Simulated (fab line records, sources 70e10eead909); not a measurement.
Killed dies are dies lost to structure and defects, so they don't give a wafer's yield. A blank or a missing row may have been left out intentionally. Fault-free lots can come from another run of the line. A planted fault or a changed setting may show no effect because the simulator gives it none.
Chamber matching | flow nand_harc | NHARC_A_STAIRCASE_CMP_152 on cmp-01 has 4 sister chambers
The step polishes. 4 wafers are shown with their chamber, then 7 later ones without.

== WAFERS WITH THEIR CHAMBER ==
wafer  | chamber | motor_current_A (A)
L078.6 | 3       | 13.2
L080.1 | 1       | 11.6
L083.1 | 0       | 11.2
L083.3 | 2       | 11.6

== WAFERS WHOSE CHAMBER IS MISSING ==
wafer  | motor_current_A (A)
L083.4 | 13.0
L086.3 | 11.6
L086.4 | 11.6
L086.6 | 12.8
L093.2 | 11.8
L093.3 | 11.5
L093.6 | 11.5

== CHAMBER TAKEN BY EACH ==
wafer  | from the rows above          | in truth
L083.4 | 3                            | 3
L086.3 | can't be placed: 1 or 2      | 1
L086.4 | can't be placed: 1 or 2      | 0
L086.6 | 3                            | 3
L093.2 | can't be placed: 1 or 2      | 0
L093.3 | can't be placed: 1 or 2 or 0 | 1
L093.6 | can't be placed: 1 or 2 or 0 | 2
Correct placement for 2 of the 7. From these rows, 5 cannot be placed; in 3 the true chamber is one of the candidates. Wrongly placed: 0.
How it was worked out, from the rows above alone: a wafer's distance from a chamber is the root of the sum, over the readings, of the square of ((its reading less the chamber's mean) divided by the reading's scatter). If the next closest chamber is less than 2 further off than the closest, the wafer can't be placed; otherwise it belongs to the closest. Each chamber's mean is taken over the wafers shown for it. The scatter: root of mean squared gap, hidden wafer to nearest shown wafer, with one shown wafer a chamber.
